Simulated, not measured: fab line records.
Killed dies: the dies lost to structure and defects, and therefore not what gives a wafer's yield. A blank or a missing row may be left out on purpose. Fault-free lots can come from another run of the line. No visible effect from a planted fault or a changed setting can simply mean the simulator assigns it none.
fab line records | flow n5-finfet
record lots=11 wafers=32 last-day=18
route steps=1938 shown SD_EPI_N@273 SD_EPI_P@303 PASSIVATION@1936
lots that met no fault: from a run of the same line without faults
start-h: hours from the record's opening day to when the first of the lot's shown wafers began | wait-h: hours elapsed since this lot's preceding step | " unchanged from the row above | L1.1+2: a single row standing in for several wafers | - no value present, or no start provided | * or withheld: withheld | < > ~ a bound
route shown NAME@n: NAME is a module with steps in the file, n the number in the route of the first one | usual: the fault-free wafers' mean and standard deviation | same: alike in all rows | chamber/n: place in a boat | sites: per-site readings | _std_site: standard deviation of those values | _edge_site: inner sites' mean taken away from outer sites' mean | radius-mm: how far each site lies from the wafer's centre | mask NAME#n: copy n | behind: the most recent tool/chamber to have shaped the wafer | hold: reason for holding the lot/hours on hold/outcome of the hold | device: names the non-switching transistor (n, p or np) | end of line: at the end of the route, the tests of the same wafers | for a step that has no rows: nothing shown but its recipe | killed: the dies lost at the first sort to structure and to defects; this is not the yield of the wafer | map: the dies of a wafer, with x for killed, . for not killed, _ for no die there
set.NAME: the run value of the setting; set.NAME@STEP: its run value at that earlier step | model.NAME: the simulator's own value behind a step, which no gauge read
a sample of lots followed through the steps of the route, with each step as a table and each wafer as a row
services: the hour from which a tool's chamber was out of use, counted from the record's first day as start-h (under 0 if before that day), plus the number of hours and why
## steps
# step N5_SD_EPI_N_DESCUM_14
# recipe chemistry=O2 time-s=7.9 source-power-w=50 bias-power-w=20 pressure-mtorr=20 rf-frequency-hz=2.712e+07 temp-c=40 resist=CAR-ArF-block o2-flow-sccm=225
# usual drypump-motor-current-A=5.8/0.57 oes-product-au=0.81/0.096 rf-vpp-V=242.6/1 showerhead-plenum-p-Torr=2.06/0.051 throttle-valve-pct=20.39/0.26
# columns lot.wafer tool chamber start-h wait-h drypump-motor-current-A oes-product-au rf-hours-counter-h rf-vpp-V showerhead-plenum-p-Torr throttle-valve-pct
L970.1 rie-diel-05 1 56.29 0.0 6.4 0.98 8 241.5 2.06 20.24
L970.5 " 1 " " 6.4 0.98 - 242.8 2.06 20.23
L971.4 rie-diel-02 0 59.10 0.1 5.0 0.97 8 242.4 2.07 20.31
L971.5 " 2 " " 6.2 0.84 - 242.0 2.05 20.38
L971.6 " 1 " " 5.5 0.68 - 244.1 2.06 20.20
L972.2 rie-diel-02 0 66.80 0.1 5.1 0.96 10 242.3 2.07 20.34
L972.3 " 3 " " 5.9 0.73 177 242.8 2.08 20.52
L972.4 " 1 " " 5.5 0.68 247 242.6 2.06 20.22
L973.1 rie-diel-06 0 68.43 0.0 4.9 0.73 169 240.7 2.00 20.81
L973.2 " 1 " " 5.9 0.70 219 242.8 1.99 20.33
L973.4 " 0 " " 4.9 0.72 - 242.0 2.00 20.81
L978.3 rie-diel-05 0 96.94 0.3 6.0 0.81 102 241.2 2.02 20.17
L978.4 " 1 " " 6.4 0.94 22 242.7 2.05 20.24
L978.5 " 3 " " 4.9 0.91 - 242.2 2.06 19.95
L980.2 rie-diel-05 0 108.32 0.4 6.0 0.80 105 241.3 2.01 20.17
L980.3 " 3 " " 4.9 0.90 15 242.5 2.06 19.93
L980.6 " 0 " " 5.9 0.79 - 243.5 2.01 20.17
L987.2 rie-diel-02 2 153.29 0.0 6.2 0.79 82 242.6 2.04 20.44
L987.3 " 3 " " 5.9 0.70 213 242.0 2.06 20.57
L987.6 " 0 " " 5.0 0.89 - 242.7 2.06 20.38
L990.1 rie-diel-06 0 169.06 0.2 4.9 0.71 210 239.5 1.98 20.87
L990.5 " 2 " " 6.2 0.91 - 241.8 2.06 20.40
L990.6 " 0 " " 4.9 0.71 - 242.1 1.98 20.88
L991.2 rie-diel-06 0 174.61 0.4 4.9 0.71 213 242.2 1.98 20.88
L991.3 " 2 " " 6.2 0.92 27 243.2 2.05 20.42
L991.4 " 2 " " 6.2 0.93 - 243.5 2.05 20.42
L992.2 rie-diel-05 2 180.50 0.0 6.6 0.71 205 242.4 2.09 20.64
L992.4 " 3 " " 4.9 0.84 - 241.8 2.05 19.97
L992.6 " 0 " " 6.0 0.78 - 242.3 2.00 20.20
L993.3 rie-diel-06 1 186.69 0.0 5.9 0.98 3 244.4 2.24 20.10
L993.5 " 0 " " 4.9 0.70 - 242.4 1.98 20.89
L993.6 " 1 " " 5.9 0.99 - 244.6 2.24 20.11
# step N5_SD_EPI_N_ETCH_16
# recipe chemistry=CHF3/O2 target=SiO2 target-depth-a=50 mask-material=SOC pressure-mtorr=30 source-w=650 bias-w=170 Ar_flow_sccm=200 CHF3_flow_sccm=50 O2_flow_sccm=5 ion-energy-ev=200
# usual bias-w=170.0/0.49 drypump-motor-current-A=5.8/0.57 oes_f_703_au=0.81/0.09 oes-product-au=0.81/0.094 rf-vpp-V=519/8.9 showerhead-plenum-p-Torr=2.37/0.055 throttle-valve-pct=18.84/0.26
# columns lot.wafer tool chamber start-h wait-h bias-w drypump-motor-current-A oes_f_703_au oes-product-au rf-hours-counter-h rf-vpp-V showerhead-plenum-p-Torr throttle-valve-pct
L970.1 rie-diel-05 1 56.91 0.1 169.7 6.4 0.98 0.98 8 527 2.38 18.73
L970.5 " 1 " " 169.9 6.4 0.98 0.98 - 528 2.38 18.73
L971.4 rie-diel-02 0 59.71 0.1 169.9 5.0 0.97 0.97 9 524 2.37 18.62
L971.5 " 2 " " 169.5 6.2 0.85 0.84 - 507 2.37 18.89
L971.6 " 1 " " 170.7 5.5 0.69 0.68 - 517 2.38 18.75
L972.2 rie-diel-02 0 67.42 0.1 170.3 5.0 0.96 0.96 11 523 2.37 18.62
L972.3 " 3 " " 170.9 6.0 0.75 0.73 178 532 2.40 19.05
L972.4 " 1 " " 169.6 5.5 0.69 0.68 247 517 2.38 18.75
L973.1 rie-diel-06 0 69.05 0.1 169.8 4.9 0.76 0.73 169 513 2.30 19.25
L973.2 " 1 " " 170.0 5.9 0.71 0.70 219 514 2.29 18.84
L973.4 " 0 " " 169.3 4.9 0.77 0.74 - 510 2.30 19.26
L978.3 rie-diel-05 0 97.55 0.1 170.9 6.0 0.79 0.80 102 511 2.33 18.66
L978.4 " 1 " " 170.2 6.4 0.94 0.95 22 527 2.37 18.75
L978.5 " 3 " " 170.8 4.9 0.86 0.88 - 521 2.37 18.37
L980.2 rie-diel-05 0 108.94 0.1 170.0 6.0 0.78 0.80 106 512 2.32 18.67
L980.3 " 3 " " 170.2 4.9 0.86 0.88 15 520 2.37 18.37
L980.6 " 0 " " 169.9 6.0 0.79 0.80 - 513 2.32 18.66
L987.2 rie-diel-02 2 153.91 0.1 169.7 6.3 0.81 0.80 82 505 2.36 18.96
L987.3 " 3 " " 170.1 5.9 0.72 0.71 213 530 2.39 19.12
L987.6 " 0 " " 170.1 5.0 0.89 0.89 - 524 2.36 18.66
L990.1 rie-diel-06 0 169.68 0.1 170.0 4.9 0.73 0.72 210 512 2.29 19.35
L990.5 " 2 " " 170.5 6.2 0.93 0.93 - 506 2.36 18.81
L990.6 " 0 " " 170.2 4.9 0.73 0.71 - 510 2.29 19.33
L991.2 rie-diel-06 0 175.22 0.1 170.7 4.9 0.73 0.72 213 511 2.29 19.33
L991.3 " 2 " " 170.4 6.2 0.93 0.91 27 507 2.36 18.80
L991.4 " 2 " " 169.8 6.3 0.93 0.92 - 508 2.36 18.81
L992.2 rie-diel-05 2 181.11 0.1 169.3 6.6 0.72 0.71 205 536 2.38 18.94
L992.4 " 3 " " 170.1 4.9 0.81 0.82 - 519 2.36 18.41
L992.6 " 0 " " 169.6 6.0 0.76 0.77 - 512 2.31 18.71
L993.3 rie-diel-06 1 187.31 0.1 169.6 5.9 0.99 0.99 4 522 2.57 18.54
L993.5 " 0 " " 169.8 4.9 0.72 0.71 - 511 2.29 19.33
L993.6 " 1 " " 169.4 5.9 0.98 0.98 - 522 2.57 18.55
# step N5_SD_EPI_N_EPI_21
# recipe material=Si:P dopant=P temp-c=680 pressure-torr=255 time-s=690
# usual epi-growth-time-s=690/0 lamp-inner-pct=16.2/1.8 susceptor-temp-C=680.0/0.32
# columns lot.wafer tool chamber start-h wait-h epi-growth-time-s lamp-inner-pct susceptor-temp-C
L970.1 epi-rpcvd-02 0 57.97 0.1 690 17.9 680.4
L970.5 " 0 59.09 1.1 690 17.8 680.3
L971.4 epi-rpcvd-03 0 61.61 0.9 690 15.2 679.8
L971.5 " 0 " " 690 15.1 679.6
L971.6 " 0 " " 690 15.2 679.4
L972.2 epi-rpcvd-02 0 68.78 0.4 690 17.6 680.2
L972.3 " 0 " " 690 17.6 679.9
L972.4 " 0 " " 690 17.9 680.0
L973.1 epi-rpcvd-03 0 70.13 0.1 690 15.1 680.2
L973.2 " 0 " " 690 15.1 680.3
L973.4 " 0 " " 690 15.1 680.0
L978.3 epi-rpcvd-04 0 99.40 0.7 690 12.9 679.9
L978.4 " 0 " " 690 12.9 680.2
L978.5 " 0 " " 690 12.9 680.3
L980.2 epi-rpcvd-02 0 110.55 0.5 690 17.8 680.3
L980.3 " 0 " " 690 17.8 680.4
L980.6 " 0 112.04 1.9 980.08 17.9 680.4
L987.2 epi-rpcvd-03 0 155.24 0.4 690 15.2 680.6
L987.3 " 0 " " 690 15.1 679.9
L987.6 " 0 " " 690 15.4 680.1
L990.1 epi-rpcvd-02 0 170.92 0.2 690 17.6 680.0
L990.5 " 0 172.41 1.5 690 17.7 679.6
L990.6 " 0 " " 690 18.0 679.6
L991.2 epi-rpcvd-02 0 176.84 0.5 690 17.7 679.7
L991.3 " 0 " " 690 18.0 679.7
L991.4 " 0 " " 690 17.7 679.7
L992.2 epi-rpcvd-02 0 182.72 0.5 690 17.9 680.4
L992.4 " 0 " " 690 17.7 680.8
L992.6 " 0 " " 690 17.8 680.2
L993.3 epi-rpcvd-02 0 189.31 0.9 690 17.7 680.2
L993.5 " 0 " " 690 17.8 680.0
L993.6 " 0 " " 690 17.7 680.0
# step N5_SD_EPI_N_EPI_MEAS_23
# recipe mode=xrd
# usual thk-nm=58.7/1.3
# columns lot.wafer tool chamber start-h wait-h thk-nm
L970.1 film-metro-01 - 59.70 1.5 57.6
L970.5 " - " " 60.7
L971.4 film-metro-01 - 62.49 0.6 60.4
L971.5 " - " " 60.3
L971.6 " - " " 59.9
L972.2 film-metro-01 - 70.22 1.2 59.5
L972.3 " - " " 60.1
L972.4 " - " " 59.1
L973.1 film-metro-02 - 71.84 1.4 57.2
L973.2 " - " " 59.6
L973.4 " - " " 59.4
L978.3 film-metro-02 - 100.56 0.9 57.4
L978.4 " - " " 59.2
L978.5 " - " " 58.5
L980.2 film-metro-01 - 112.45 1.5 58.2
L980.3 " - " " 59.6
L980.6 " - " " 75.4
L987.2 film-metro-02 - 156.68 1.2 58.0
L987.3 " - " " 58.2
L987.6 " - " " 58.7
L990.1 film-metro-02 - 173.19 1.9 56.9
L990.5 " - " " 58.3
L990.6 " - " " 58.1
L991.2 film-metro-01 - 178.75 1.5 61.0
L991.3 " - " " 60.2
L991.4 " - " " 57.3
L992.2 film-metro-02 - 184.63 1.5 57.4
L992.4 " - " " 57.4
L992.6 " - " " 57.0
L993.3 film-metro-01 - 190.84 1.2 58.6
L993.5 " - " " 57.1
L993.6 " - " " 56.7
# step N5_SD_EPI_P_CD_MEAS_09
# recipe target-cd-nm=240 landing-energy-ev=500 detector=se-inlens
# usual cd-nm=240.2/0.69
# columns lot.wafer tool chamber start-h wait-h cd-nm
L970.1 cd-sem-01 0 60.66 - 239.9
L970.5 " 0 " " 239.7
L971.4 cd-sem-01 0 63.53 - 238.4
L971.5 " 0 " " 239.7
L971.6 " 0 " " 238.6
L972.2 cd-sem-03 0 71.18 - 241.1
L972.3 " 0 " " 240.6
L972.4 " 0 " " 239.4
L973.1 cd-sem-03 0 72.80 - 239.5
L973.2 " 0 " " 239.5
L973.4 " 0 " " 239.4
L978.3 cd-sem-02 0 102.11 - 239.0
L978.4 " 0 " " 240.7
L978.5 " 0 " " 239.9
L980.2 cd-sem-02 0 113.40 - 240.4
L980.3 " 0 " " 239.6
L980.6 " 0 " " 239.9
L987.2 cd-sem-01 0 157.64 - 241.0
L987.3 " 0 " " 240.9
L987.6 " 0 " " 240.9
L990.1 cd-sem-02 0 174.14 - 240.0
L990.5 " 0 " " 240.7
L990.6 " 0 " " 240.1
L991.2 cd-sem-03 0 179.87 - 241.5
L991.3 " 0 " " 241.0
L991.4 " 0 " " 239.8
L992.2 cd-sem-03 0 186.50 - 240.4
L992.4 " 0 " " 238.7
L992.6 " 0 " " 239.5
L993.3 cd-sem-03 0 191.82 - 240.1
L993.5 " 0 " " 240.0
L993.6 " 0 " " 239.6
# step N5_PASSIVATION_PROBE_49
# usual killed_at_M0_to_M3=36/10 killed_at_M4_up=13/5.5 killed-at-contacts=12/5.6 killed-at-front-end=42/12 killed-at-other=4/3.2 killed-dies=108/18 killed-on-rim=15/4.1 killed-open=71/13 killed-short=34/7.8
# same gross-dies=1180 killed-at-back-side=0
# columns lot.wafer tool chamber start-h wait-h killed_at_M0_to_M3 killed_at_M4_up killed-at-contacts killed-at-front-end killed-at-other killed-dies killed-on-rim killed-open killed-short
L972.2 prober-01 - 271.75 0.1 43 13 14 53 4 127 17 95 32
L972.3 prober-01 - 271.80 0.1 44 12 14 47 0 117 13 77 40
L972.4 prober-01 - 271.85 0.2 35 17 6 39 3 100 15 69 31
L980.2 prober-02 - 340.54 0.1 41 16 8 19 10 94 14 65 29
L980.3 prober-02 - 340.59 0.1 42 11 10 39 4 106 13 82 24
L980.6 prober-02 - 340.74 0.3 39 12 8 29 2 90 10 61 28
L987.2 prober-02 - 380.91 0.1 54 13 13 26 13 119 18 79 40
L987.3 prober-02 - 380.96 0.1 41 22 19 45 8 135 12 94 39
L987.6 prober-02 - 381.11 0.3 45 11 10 40 5 111 13 83 28
# killed by level:class
L972.2 STI_FIN_REVEAL:geometric-particle:open=30 MOL_CONTACT_COAG:geometric-particle:open=11 BEOL_M2:geometric-particle:open=10 GATE_CUT:geometric-particle:short=8 BEOL_M3:geometric-particle:open=8 BEOL_M4:geometric-particle:open=8 BEOL_M0_SAQP:geometric-particle:open=7 BEOL_M0_SAQP:geometric-particle:short=6
L972.3 BEOL_M0_SAQP:geometric-particle:open=13 FIN_SAQP:geometric-particle:open=12 MOL_CONTACT_COAG:geometric-particle:open=11 BEOL_M0_SAQP:geometric-particle:short=11 STI_FIN_REVEAL:geometric-particle:open=9 BEOL_M4:geometric-particle:open=9 BEOL_M3:geometric-particle:short=7 BEOL_M3:geometric-particle:open=6
L972.4 STI_FIN_REVEAL:geometric-particle:open=15 BEOL_M0_SAQP:geometric-particle:open=10 BEOL_M4:geometric-particle:open=9 BEOL_M3:geometric-particle:short=6 MOL_CONTACT_COAG:geometric-particle:open=6 DUMMY_GATE:geometric-particle:open=4 BEOL_M1:geometric-particle:short=4 BEOL_M2:geometric-particle:open=4
L980.2 BEOL_M2:geometric-particle:open=9 BEOL_M1:geometric-particle:open=9 BEOL_M3:geometric-particle:open=8 MOL_CONTACT_COAG:geometric-particle:open=7 BEOL_M4:geometric-particle:open=7 BEOL_M1:geometric-particle:short=5 FIN_SAQP:geometric-particle:open=4 BEOL_M2:geometric-particle:short=4
L980.3 BEOL_M2:geometric-particle:open=24 STI_FIN_REVEAL:geometric-particle:open=12 MOL_CONTACT_COAG:geometric-particle:open=8 GATE_CUT:geometric-particle:short=6 BEOL_M0_SAQP:geometric-particle:open=6 BEOL_M4:geometric-particle:open=5 BEOL_M1:geometric-particle:open=4 STARTING-WAFER:geometric-particle:open=4
L980.6 BEOL_M1:geometric-particle:open=10 BEOL_M2:geometric-particle:open=10 FIN_SAQP:geometric-particle:open=6 MOL_CONTACT_COAG:geometric-particle:open=6 BEOL_M0_SAQP:geometric-particle:short=5 BEOL_M3:geometric-particle:open=5 BEOL_M8:geometric-particle:open=5 STARTING-WAFER:geometric-particle:short=5
L987.2 BEOL_M3:geometric-particle:open=18 BEOL_M0_SAQP:geometric-particle:short=15 STI_FIN_REVEAL:geometric-particle:open=10 MOL_CONTACT_COAG:geometric-particle:open=10 BEOL_M0_SAQP:geometric-particle:open=10 DUMMY_GATE:geometric-particle:open=6 BEOL_M1:geometric-particle:open=6 MIM_TOP:geometric-particle:short=5
L987.3 STI_FIN_REVEAL:geometric-particle:open=25 MOL_CONTACT_COAG:geometric-particle:open=14 BEOL_M0_SAQP:geometric-particle:short=9 BEOL_M0_SAQP:geometric-particle:open=9 BEOL_M4:geometric-particle:open=9 BEOL_M3:geometric-particle:open=7 MOL_CONTACT_COAG:geometric-particle:short=5 GATE_CUT:geometric-particle:short=4
L987.6 STI_FIN_REVEAL:geometric-particle:open=24 BEOL_M0_SAQP:geometric-particle:short=12 MOL_CONTACT_COAG:geometric-particle:open=9 BEOL_M0_SAQP:geometric-particle:open=9 BEOL_M3:geometric-particle:open=8 BEOL_M2:geometric-particle:open=5 BEOL_M0:geometric-particle:open=4 PASS1_CAP:geometric-particle:open=4
## services
# columns tool chamber start-h hours kind
rie-diel-02 3 37.87 1.7 repair
rie-diel-05 3 38.24 - clean
rie-diel-05 3 38.24 - consumable-replace:focus-ring
rie-diel-05 3 38.24 23.9 scheduled-down
rie-diel-05 3 38.24 23.9 vent-cycle
rie-diel-06 3 55.70 20.6 repair
rie-diel-02 1 74.76 - clean
rie-diel-02 1 74.76 - consumable-replace:focus-ring
rie-diel-02 1 74.76 16.1 scheduled-down
rie-diel-02 1 74.76 16.1 vent-cycle
rie-diel-06 2 89.66 4.8 repair
rie-diel-02 0 126.72 16.1 repair
rie-diel-06 1 151.02 - clean
rie-diel-06 1 151.02 - consumable-replace:focus-ring
rie-diel-06 1 151.02 - consumable-replace:showerhead
rie-diel-06 1 151.02 25.5 scheduled-down
rie-diel-06 1 151.02 25.5 vent-cycle
rie-diel-05 1 162.15 36.3 repair
## key
first-sign step=N5_SD_EPI_N_EPI_21 reading=epi-growth-time-s direction=up sigmas=99+ usual=* struck=*
effect step=N5_SD_EPI_N_EPI_MEAS_23 reading=thk-nm direction=up sigmas=13 usual=* struck=*
met-at N5_SD_EPI_N_EPI_21
struck-lots L980
struck-wafers L980.6
tester-left-out L980
not-acting-at N5_SD_EPI_N_DESCUM_14,N5_SD_EPI_N_ETCH_16,N5_SD_EPI_P_CD_MEAS_09
onset-between 68.78 110.55
fault kind=process-parameter-drift tool=epi-rpcvd-02 chamber=- onset-h=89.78 steps=N5_SD_EPI_N_EPI_21 channel=epi-growth-time-s offset=* shape=step end-h=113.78 scope=struck-wafers-only acts-in=* stated=*
# tester-left-out: of these lots the tester's yield and bins aren't shown, on N5 and GAA mostly nor the transistor test; their killed dies are dies lost to structure and defects alone, not to doping, threshold or leakage, so they don't give the yield
